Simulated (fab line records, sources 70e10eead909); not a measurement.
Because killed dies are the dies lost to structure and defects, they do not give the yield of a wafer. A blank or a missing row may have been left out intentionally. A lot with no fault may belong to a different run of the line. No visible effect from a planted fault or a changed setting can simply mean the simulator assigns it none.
Which tool did it? || flow nandHarc || Sampling: 13 lots, 38 wafers, 6 of 1302 route steps

WHAT THE GAUGES SHOWED, per wafer
NHARC_A_ONON_D2_THK_MEAS_11: measures by ellipsometry.
{"lot": "L729", "measured": "day 12 07:44", "on": "filmMetro-02", "thkNm (nm)": "999 1001 999"}
{"lot": "L733", "measured": "day 13 23:02", "on": "filmMetro-02", "thkNm (nm)": "1011 1011 1011"}
{"lot": "L734", "measured": "day 14 06:48", "on": "filmMetro-02", "thkNm (nm)": "996 994 996"}
{"lot": "L735", "measured": "day 14 21:49", "on": "filmMetro-02", "thkNm (nm)": "985 984 986"}
{"lot": "L737", "measured": "day 15 19:02", "on": "filmMetro-01", "thkNm (nm)": "1002 1002 1000"}
{"lot": "L736", "measured": "day 15 19:01", "on": "filmMetro-02", "thkNm (nm)": "1000 1001 1002"}
{"lot": "L739", "measured": "day 16 12:50", "on": "filmMetro-02", "thkNm (nm)": "1007 1008 1008"}
{"lot": "L742", "measured": "day 18 11:08", "on": "filmMetro-02", "thkNm (nm)": "1007 1006 1005"}
{"lot": "L746", "measured": "day 19 04:22", "on": "filmMetro-02", "thkNm (nm)": "552 553"}
{"lot": "L747", "measured": "day 19 21:58", "on": "filmMetro-01", "thkNm (nm)": "545 543 545"}
{"lot": "L749", "measured": "day 20 13:58", "on": "filmMetro-02", "thkNm (nm)": "560 558 558"}
{"lot": "L751", "measured": "day 21 08:48", "on": "filmMetro-02", "thkNm (nm)": "1013 1014 1013"}
{"lot": "L752", "measured": "day 22 09:29", "on": "filmMetro-01", "thkNm (nm)": "1010 1012 1011"}

NHARC_END_SORT_01.
{"lot": "L746", "measured": "day 30 13:52", "on": "prober-01", "killedAtArray": "675 674", "killedAtOther": "0 0", "killedAtPeriphery": "2 3", "killedDies": "677 677", "killedOpen": "1 4", "killedShort": "2 2"}
{"lot": "L747", "measured": "day 31 19:13", "on": "prober-01", "killedAtArray": "672 673 675", "killedAtOther": "1 0 0", "killedAtPeriphery": "4 4 2", "killedDies": "677 677 677", "killedOpen": "3 5 0", "killedShort": "1 3 2"}
{"lot": "L749", "measured": "day 32 02:09", "on": "prober-01", "killedAtArray": "673 676 676", "killedAtOther": "1 0 0", "killedAtPeriphery": "3 1 1", "killedDies": "677 677 677", "killedOpen": "3 4 3", "killedShort": "1 3 0"}

TOOL THAT RAN EACH LOT (tool first, then ch and the chambers of the sampled wafers, then the start)
{"lot": "L729", "NHARC_A_CHANNEL_HOLE_D1_ETCH_26": "harEtch-01 ch 0,1, day 8 14:22", "NHARC_A_CHANNEL_FILL_D1_ALD_15": "aldSinBatch-03 ch 0, day 9 16:45 or earlier", "NHARC_A_CHANNEL_FILL_D1_ETCHBACK_20": "rieDiel-07 ch 1,2,3, day 9 16:45", "NHARC_A_ONON_D2_DEP_09": "pecvdOnon-02 ch 0, day 12 07:21"}
{"lot": "L733", "NHARC_A_CHANNEL_HOLE_D1_ETCH_26": "harEtch-02 ch 0,1, day 10 04:10", "NHARC_A_CHANNEL_FILL_D1_ALD_15": "aldSinBatch-02 ch 0, day 11 04:41 or earlier", "NHARC_A_CHANNEL_FILL_D1_ETCHBACK_20": "rieDiel-11 ch 0,1, day 11 04:41", "NHARC_A_ONON_D2_DEP_09": "pecvdOnon-04 ch 0, day 13 22:35"}
{"lot": "L734", "NHARC_A_CHANNEL_HOLE_D1_ETCH_26": "harEtch-01 ch 0,1, day 10 14:23", "NHARC_A_CHANNEL_FILL_D1_ALD_15": "aldSinBatch-03 ch 0, day 11 02:50", "NHARC_A_CHANNEL_FILL_D1_ETCHBACK_20": "rieDiel-07 ch 2,3, day 11 18:13", "NHARC_A_ONON_D2_DEP_09": "pecvdOnon-02 ch 0, day 14 06:20"}
{"lot": "L735", "NHARC_A_CHANNEL_HOLE_D1_ETCH_26": "harEtch-01 ch 0,1, day 11 04:02", "NHARC_A_CHANNEL_FILL_D1_ALD_15": "aldSinBatch-01 ch 0, day 12 06:08 or earlier", "NHARC_A_CHANNEL_FILL_D1_ETCHBACK_20": "rieDiel-06 ch 0,2,3, day 12 06:08", "NHARC_A_ONON_D2_DEP_09": "pecvdOnon-01 ch 0, day 14 21:28"}
{"lot": "L737", "NHARC_A_CHANNEL_HOLE_D1_ETCH_26": "harEtch-02 ch 0,1, day 12 03:40", "NHARC_A_CHANNEL_FILL_D1_ALD_15": "aldSinBatch-01 ch 0, day 13 05:44 or earlier", "NHARC_A_CHANNEL_FILL_D1_ETCHBACK_20": "rieDiel-07 ch 1,2, day 13 05:44", "NHARC_A_ONON_D2_DEP_09": "pecvdOnon-04 ch 0, day 15 18:42"}
{"lot": "L736", "NHARC_A_CHANNEL_HOLE_D1_ETCH_26": "harEtch-01 ch 0,1, day 12 04:40", "NHARC_A_CHANNEL_FILL_D1_ALD_15": "aldSinBatch-01 ch 0, day 13 05:46 or earlier", "NHARC_A_CHANNEL_FILL_D1_ETCHBACK_20": "rieDiel-06 ch 1,2,3, day 13 05:46", "NHARC_A_ONON_D2_DEP_09": "pecvdOnon-01 ch 0, day 15 18:31"}
{"lot": "L739", "NHARC_A_CHANNEL_HOLE_D1_ETCH_26": "harEtch-01 ch 0,1, day 12 19:36", "NHARC_A_CHANNEL_FILL_D1_ALD_15": "aldSinBatch-03 ch 0, day 13 22:43 or earlier", "NHARC_A_CHANNEL_FILL_D1_ETCHBACK_20": "rieDiel-07 ch 2,3, day 13 22:43", "NHARC_A_ONON_D2_DEP_09": "pecvdOnon-01 ch 0, day 16 12:23"}
{"lot": "L742", "NHARC_A_CHANNEL_HOLE_D1_ETCH_26": "harEtch-01 ch 0,1, day 14 14:04", "NHARC_A_CHANNEL_FILL_D1_ALD_15": "aldSinBatch-01 ch 0, day 15 16:13 or earlier", "NHARC_A_CHANNEL_FILL_D1_ETCHBACK_20": "rieDiel-06 ch 0,1,2, day 15 16:13", "NHARC_A_ONON_D2_DEP_09": "pecvdOnon-02 ch 0, day 18 10:37"}
{"lot": "L746", "NHARC_A_CHANNEL_HOLE_D1_ETCH_26": "harEtch-02 ch 0,1, day 15 15:52", "NHARC_A_CHANNEL_FILL_D1_ALD_15": "aldSinBatch-03 ch 0, day 16 18:48 or earlier", "NHARC_A_CHANNEL_FILL_D1_ETCHBACK_20": "rieDiel-11 ch 0,2, day 16 18:48", "NHARC_A_ONON_D2_DEP_09": "pecvdOnon-02 ch 0, day 19 03:52"}
{"lot": "L747", "NHARC_A_CHANNEL_HOLE_D1_ETCH_26": "harEtch-01 ch 0,1, day 15 22:52", "NHARC_A_CHANNEL_FILL_D1_ALD_15": "aldSinBatch-03 ch 0, day 17 04:10 or earlier", "NHARC_A_CHANNEL_FILL_D1_ETCHBACK_20": "rieDiel-07 ch 1,2, day 17 04:10", "NHARC_A_ONON_D2_DEP_09": "pecvdOnon-02 ch 0, day 19 21:30"}
{"lot": "L749", "NHARC_A_CHANNEL_HOLE_D1_ETCH_26": "harEtch-01 ch 0,1, day 17 00:21", "NHARC_A_CHANNEL_FILL_D1_ALD_15": "aldSinBatch-03 ch 0, day 18 03:45 or earlier", "NHARC_A_CHANNEL_FILL_D1_ETCHBACK_20": "rieDiel-06 ch 0,2,3, day 18 03:45", "NHARC_A_ONON_D2_DEP_09": "pecvdOnon-02 ch 0, day 20 13:28"}
{"lot": "L751", "NHARC_A_CHANNEL_HOLE_D1_ETCH_26": "harEtch-01 ch 0,1, day 17 22:09", "NHARC_A_CHANNEL_FILL_D1_ALD_15": "aldSinBatch-02 ch 0, day 18 22:22 or earlier", "NHARC_A_CHANNEL_FILL_D1_ETCHBACK_20": "rieDiel-07 ch 0,2, day 18 22:22", "NHARC_A_ONON_D2_DEP_09": "pecvdOnon-04 ch 0, day 21 08:17"}
{"lot": "L752", "NHARC_A_CHANNEL_HOLE_D1_ETCH_26": "harEtch-02 ch 0,1, day 18 08:21", "NHARC_A_CHANNEL_FILL_D1_ALD_15": "aldSinBatch-03 ch 0, day 19 11:39 or earlier", "NHARC_A_CHANNEL_FILL_D1_ETCHBACK_20": "rieDiel-06 ch 1,2,3, day 19 11:39", "NHARC_A_ONON_D2_DEP_09": "pecvdOnon-01 ch 0, day 22 09:02"}
- NHARC_A_CHANNEL_HOLE_D1_ETCH_26: etches the open film in C4F8/O2/Ar, time 224.1 s, target depth 300 nm.
- NHARC_A_CHANNEL_FILL_D1_ALD_15: deposits SiNx, target thk 2 nm, pulse time 60 s, ald cycles 19.
- NHARC_A_CHANNEL_FILL_D1_ETCHBACK_20: etches the open film in C4F8/O2/Ar, target depth 27 nm, time 13.5 s.
- NHARC_A_ONON_D2_DEP_09: target thk 1000 nm.

AS READ BY THE TOOLS THEMSELVES (means over the sampled wafers that have a number; for cases with no such wafer, the mark the record gives instead)
NHARC_A_CHANNEL_HOLE_D1_ETCH_26.
{"lot": "L729", "tool": "harEtch-01", "drypumpMotorCurrentA (A)": 5.61, "heBacksideLeakSccm (sccm)": 5.1, "showerheadPlenumPTorr (Torr)": 3.75, "throttleValvePct (%)": 24.583}
{"lot": "L733", "tool": "harEtch-02", "drypumpMotorCurrentA (A)": 5.28, "heBacksideLeakSccm (sccm)": 7.0, "showerheadPlenumPTorr (Torr)": 3.75, "throttleValvePct (%)": 24.586}
{"lot": "L734", "tool": "harEtch-01", "drypumpMotorCurrentA (A)": 5.50, "heBacksideLeakSccm (sccm)": 5.3, "showerheadPlenumPTorr (Torr)": 3.71, "throttleValvePct (%)": 24.582}
{"lot": "L735", "tool": "harEtch-01", "drypumpMotorCurrentA (A)": 5.59, "heBacksideLeakSccm (sccm)": 5.2, "showerheadPlenumPTorr (Torr)": 3.73, "throttleValvePct (%)": 24.594}
{"lot": "L737", "tool": "harEtch-02", "drypumpMotorCurrentA (A)": 5.26, "heBacksideLeakSccm (sccm)": 7.1, "showerheadPlenumPTorr (Torr)": 3.73, "throttleValvePct (%)": 24.576}
{"lot": "L736", "tool": "harEtch-01", "drypumpMotorCurrentA (A)": 5.61, "heBacksideLeakSccm (sccm)": 5.3, "showerheadPlenumPTorr (Torr)": 3.72, "throttleValvePct (%)": 24.583}
{"lot": "L739", "tool": "harEtch-01", "drypumpMotorCurrentA (A)": 5.59, "heBacksideLeakSccm (sccm)": 5.5, "showerheadPlenumPTorr (Torr)": 3.72, "throttleValvePct (%)": 24.581}
{"lot": "L742", "tool": "harEtch-01", "drypumpMotorCurrentA (A)": 5.61, "heBacksideLeakSccm (sccm)": 5.4, "showerheadPlenumPTorr (Torr)": 3.71, "throttleValvePct (%)": 24.585}
{"lot": "L746", "tool": "harEtch-02", "drypumpMotorCurrentA (A)": 5.23, "heBacksideLeakSccm (sccm)": 7.0, "showerheadPlenumPTorr (Torr)": 3.67, "throttleValvePct (%)": 24.580}
{"lot": "L747", "tool": "harEtch-01", "drypumpMotorCurrentA (A)": 5.51, "heBacksideLeakSccm (sccm)": 5.5, "showerheadPlenumPTorr (Torr)": 3.66, "throttleValvePct (%)": 24.592}
{"lot": "L749", "tool": "harEtch-01", "drypumpMotorCurrentA (A)": 5.59, "heBacksideLeakSccm (sccm)": 5.4, "showerheadPlenumPTorr (Torr)": 3.69, "throttleValvePct (%)": 24.591}
{"lot": "L751", "tool": "harEtch-01", "drypumpMotorCurrentA (A)": 5.60, "heBacksideLeakSccm (sccm)": 5.6, "showerheadPlenumPTorr (Torr)": 3.68, "throttleValvePct (%)": 24.582}
{"lot": "L752", "tool": "harEtch-02", "drypumpMotorCurrentA (A)": 5.28, "heBacksideLeakSccm (sccm)": 5.4, "showerheadPlenumPTorr (Torr)": 3.90, "throttleValvePct (%)": 24.575}

NHARC_A_CHANNEL_FILL_D1_ALD_15.
{"lot": "L729", "tool": "aldSinBatch-03", "precursorPulseHeightRel": 0.999}
{"lot": "L733", "tool": "aldSinBatch-02", "precursorPulseHeightRel": 1.001}
{"lot": "L734", "tool": "aldSinBatch-03", "precursorPulseHeightRel": 1.004}
{"lot": "L735", "tool": "aldSinBatch-01", "precursorPulseHeightRel": 0.994}
{"lot": "L737", "tool": "aldSinBatch-01", "precursorPulseHeightRel": 0.987}
{"lot": "L736", "tool": "aldSinBatch-01", "precursorPulseHeightRel": 0.997}
{"lot": "L739", "tool": "aldSinBatch-03", "precursorPulseHeightRel": 1.015}
{"lot": "L742", "tool": "aldSinBatch-01", "precursorPulseHeightRel": 0.977}
{"lot": "L746", "tool": "aldSinBatch-03", "precursorPulseHeightRel": 0.998}
{"lot": "L747", "tool": "aldSinBatch-03", "precursorPulseHeightRel": 1.004}
{"lot": "L749", "tool": "aldSinBatch-03", "precursorPulseHeightRel": 0.990}
{"lot": "L751", "tool": "aldSinBatch-02", "precursorPulseHeightRel": 1.005}
{"lot": "L752", "tool": "aldSinBatch-03", "precursorPulseHeightRel": 1.013}

NHARC_A_CHANNEL_FILL_D1_ETCHBACK_20.
{"lot": "L729", "tool": "rieDiel-07", "oesProductAu (a.u.)": 1.00, "rfFwdPowerW (W)": 587.9, "rfVppV (V)": 978}
{"lot": "L733", "tool": "rieDiel-11", "oesProductAu (a.u.)": 0.93, "rfFwdPowerW (W)": 585.9, "rfVppV (V)": 986}
{"lot": "L734", "tool": "rieDiel-07", "oesProductAu (a.u.)": 0.97, "rfFwdPowerW (W)": 587.4, "rfVppV (V)": 981}
{"lot": "L735", "tool": "rieDiel-06", "oesProductAu (a.u.)": 0.91, "rfFwdPowerW (W)": 585.9, "rfVppV (V)": 977}
{"lot": "L737", "tool": "rieDiel-07", "oesProductAu (a.u.)": 1.02, "rfFwdPowerW (W)": 583.8, "rfVppV (V)": 976}
{"lot": "L736", "tool": "rieDiel-06", "oesProductAu (a.u.)": 0.91, "rfFwdPowerW (W)": 586.8, "rfVppV (V)": 977}
{"lot": "L739", "tool": "rieDiel-07", "oesProductAu (a.u.)": 1.00, "rfFwdPowerW (W)": 585.9, "rfVppV (V)": 983}
{"lot": "L742", "tool": "rieDiel-06", "oesProductAu (a.u.)": 1.00, "rfFwdPowerW (W)": 585.3, "rfVppV (V)": 976}
{"lot": "L746", "tool": "rieDiel-11", "oesProductAu (a.u.)": 0.94, "rfFwdPowerW (W)": 585.2, "rfVppV (V)": 982}
{"lot": "L747", "tool": "rieDiel-07", "oesProductAu (a.u.)": 0.99, "rfFwdPowerW (W)": 584.2, "rfVppV (V)": 975}
{"lot": "L749", "tool": "rieDiel-06", "oesProductAu (a.u.)": 0.92, "rfFwdPowerW (W)": 587.0, "rfVppV (V)": 977}
{"lot": "L751", "tool": "rieDiel-07", "oesProductAu (a.u.)": 0.93, "rfFwdPowerW (W)": 584.9, "rfVppV (V)": 982}
{"lot": "L752", "tool": "rieDiel-06", "oesProductAu (a.u.)": 0.93, "rfFwdPowerW (W)": 586.0, "rfVppV (V)": 976}

THE ANSWER, worked out from the rows above alone
Rule: what is usual is taken from the lots themselves. Put in order of their means at a reading, lots are off if they are a third of the lots or fewer, leave a main group of 4 or more, and stand apart from it by a gap of 3 or more times the standard deviation of the main group's means; of several such gaps the widest counts. The tables above print the reading to a certain number of digits; a main group whose means all agree to those digits is not used. A lot without any number at a reading at which 4 lots or more have one is off too. All remaining lots with rows at the step are treated as sound. First the gauges in route order, then the tools' own readings, where a lot's mean is used as printed above. At the first step where some lot is off, the reading lying furthest off is the one used; lots without a number count as furthest.
Off, at NHARC_A_ONON_D2_THK_MEAS_11 on thkNm: L746, L747, L749. Mean 1003 nm and standard deviation 8.2 in the main group.
If a tool, at a process step before that reading, ran all the lots that are off and no sound lot after the first of them, it fits. Gauges at NHARC_A_ONON_D2_THK_MEAS_11: tried the same way as those tools. Because NHARC_A_CHANNEL_FILL_D1_ALD_15 lacks a start for some lots, the hours and order of its lots are taken from NHARC_A_CHANNEL_FILL_D1_ETCHBACK_20. One fits: NHARC_A_ONON_D2_DEP_09 on pecvdOnon-02. A fault onset in the window from L742 (day 18 10:37, its last sound lot) to L746 (day 19 03:52, its first lot off) fits.

WHAT THE SIMULATOR HAD PUT IN
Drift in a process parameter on pecvdOnon-02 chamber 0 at NHARC_A_ONON_D2_DEP_09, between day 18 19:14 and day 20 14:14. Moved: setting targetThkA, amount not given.
Shown lots that were struck: L746, L747, L749. Same finding as the rule above.
